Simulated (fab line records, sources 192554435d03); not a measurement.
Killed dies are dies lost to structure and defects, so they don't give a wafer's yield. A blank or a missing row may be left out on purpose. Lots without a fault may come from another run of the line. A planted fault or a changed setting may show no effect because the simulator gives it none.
Chamber matching | flow n5_finfet | N5_MOL_CONTACT_COAG_ALD_20 on ald_metal-02: 4 sister chambers
The step deposits TiN, target thk 1.5 nm, pulse time 1 s, purge time 3 s. 8 wafers are shown with their chamber, then 12 later ones without.

WAFERS WITH THEIR CHAMBER
wafer  | chamber | heater_power_w (W) | precursor_pulse_height_rel
L080.4 | 0       | 749                | 1.029
L081.1 | 0       | 774                | 1.001
L083.1 | 1       | 634                | 1.059
L083.2 | 2       | 690                | 1.002
L083.3 | 3       | 918                | 0.949
L087.1 | 3       | 920                | 1.014
L087.4 | 1       | 645                | 0.994
L087.5 | 2       | 693                | 0.998

WAFERS WITHOUT THEIR CHAMBER
wafer  | heater_power_w (W) | precursor_pulse_height_rel
L088.3 | 903                | 0.993
L088.5 | 713                | 0.989
L088.6 | 901                | 0.993
L092.2 | 685                | 1.042
L092.3 | 754                | 0.990
L092.6 | 639                | 1.012
L093.1 | 940                | 1.006
L093.3 | 647                | 1.014
L093.5 | 945                | 1.023
L094.3 | 708                | 1.002
L094.5 | 710                | 0.967
L094.6 | 759                | 1.005

WHICH CHAMBER EACH WENT THROUGH
wafer  | from the rows above | in truth
L088.3 | 3                   | 3
L088.5 | 2                   | 2
L088.6 | 3                   | 3
L092.2 | 2                   | 2
L092.3 | 0                   | 0
L092.6 | 1                   | 1
L093.1 | 3                   | 3
L093.3 | 1                   | 1
L093.5 | 3                   | 3
L094.3 | 2                   | 2
L094.5 | 2                   | 2
L094.6 | 0                   | 0
Placed correctly: 12 of 12. Can't be placed from these rows: 0. Placed wrongly: 0.
How it was worked out, from the rows above alone: a wafer's distance from a chamber is the root of the sum, over the readings, of the square of ((its reading less the chamber's mean) divided by the reading's scatter). The wafer belongs to the nearest chamber; if the next one is less than 2 further off, it can't be placed. A chamber's mean is the mean of its shown wafers. The scatter: the root of (the sum of the squares of (reading less its chamber's mean) over the shown wafers, divided by (wafers less chambers)).
